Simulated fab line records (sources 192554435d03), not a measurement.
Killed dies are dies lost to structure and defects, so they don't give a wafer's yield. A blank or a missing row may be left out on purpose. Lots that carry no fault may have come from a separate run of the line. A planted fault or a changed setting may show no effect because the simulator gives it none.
Which of the tools did it? | flow n5-finfet | 30 wafers sampled from 10 lots at 1 step of a route of 1938

WHAT THE GAUGES SHOWED, per wafer
N5_BEOL_M10_INSPECT_13: inspects for defects (brightfield).
lot  | measured     | on                | raw-defect-count
L186 | day 10 15:53 | defect-inspect-02 | 406 385 494
L187 | day 10 16:04 | defect-inspect-02 | 382 339 350
L191 | day 11 11:56 | defect-inspect-01 | 373 280 277
L190 | day 11 12:23 | defect-inspect-02 | 510 674 403
L198 | day 13 15:21 | defect-inspect-02 | 421 540 425
L200 | day 14 17:44 | defect-inspect-02 | 329 524 424
L204 | day 15 01:43 | defect-inspect-02 | 448 390 335
L205 | day 15 08:48 | defect-inspect-01 | 419 398 316
L207 | day 15 23:59 | defect-inspect-01 | 281 265 381
L208 | day 16 10:08 | defect-inspect-02 | 310 372 396

WHICH TOOL RAN EACH LOT (tool, then ch and the chambers of the sampled wafers, then the start)
No process step before these readings appears in the record.

THE ANSWER, worked out from the rows above alone
Rule: what is usual is taken from the lots themselves. The widest of any qualifying gaps counts: lots, ordered by their means at a reading, are off when they make up no more than a third of the lots, leave a main group of 4 or more, and stand apart from it by 3 or more times the standard deviation of that group's means. A main group is skipped when, at the precision printed for the reading in the tables above, its means are all equal. Also off: a lot with no number at a reading for which 4 or more lots have one. Where the step has rows for the other lots, those lots are counted as sound.
No lot is off at any reading shown: from this, nothing can be told.

WHAT THE SIMULATOR HAD INSERTED
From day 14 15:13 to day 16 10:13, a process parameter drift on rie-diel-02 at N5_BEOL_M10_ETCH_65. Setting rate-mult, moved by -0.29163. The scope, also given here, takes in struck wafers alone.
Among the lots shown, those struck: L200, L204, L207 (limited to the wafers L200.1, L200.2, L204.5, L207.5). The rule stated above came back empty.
